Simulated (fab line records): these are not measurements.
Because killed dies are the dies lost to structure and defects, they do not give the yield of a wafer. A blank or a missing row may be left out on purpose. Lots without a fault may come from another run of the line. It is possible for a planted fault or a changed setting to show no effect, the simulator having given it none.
The tool behind it: which one? ; flow nand-harc ; 7 lots with 21 wafers sampled at 2 steps, on a route of 1302 steps

## WHAT THE GAUGES SHOWED, per wafer
NHARC_HYBRID_BOND_OVL_MEAS_05.
lot;measured;on;overlay-x-nm (nm)
L944;day 23 20:06;overlay-01;-40 -44 -9
L948;day 25 01:30;overlay-01;18 -24 8
L954;day 27 05:34;overlay-02;12 33 26
L953;day 27 09:59;overlay-02;-23 41 -19
L957;day 30 09:48;overlay-02;-16 -42 -54
L964;day 32 10:56;overlay-02;-33 -17 31
L965;day 34 13:27;overlay-01;17 -16 -19

## TOOL THAT RAN EACH LOT (tool first, then ch and the chambers of the sampled wafers, then the start)
lot;NHARC_A_CONTACT_ETCH_124
L944;har-cap-etch-02 ch 0,1, day 22 09:03
L948;har-cap-etch-01 ch 0,1, day 23 11:07
L954;har-cap-etch-02 ch 0,1, day 25 12:55
L953;har-cap-etch-01 ch 0,1, day 25 16:05
L957;har-cap-etch-02 ch 0,1, day 28 10:38
L964;har-cap-etch-03 ch 0, day 30 11:26
L965;har-cap-etch-03 ch 0,1, day 32 22:38
- NHARC_A_CONTACT_ETCH_124: etches the open film in C4F8/O2/Ar, time 140 s, target depth 700 nm.

## THE ANSWER, worked out from the rows above alone
Rule: the usual values come from the lots themselves. The widest of any qualifying gaps counts: lots, ordered by their means at a reading, are off when they make up no more than a third of the lots, leave a main group of 4 or more, and stand apart from it by 3 or more times the standard deviation of that group's means. If all means in a main group match to the digits the tables above print for the reading, that group is not used. Also off: a lot with no number at a reading for which 4 or more lots have one. Any other lot the step has rows for is counted as sound.
No lot is off at any reading shown: from this, nothing can be told.

## WHAT THE SIMULATOR HAD INSERTED
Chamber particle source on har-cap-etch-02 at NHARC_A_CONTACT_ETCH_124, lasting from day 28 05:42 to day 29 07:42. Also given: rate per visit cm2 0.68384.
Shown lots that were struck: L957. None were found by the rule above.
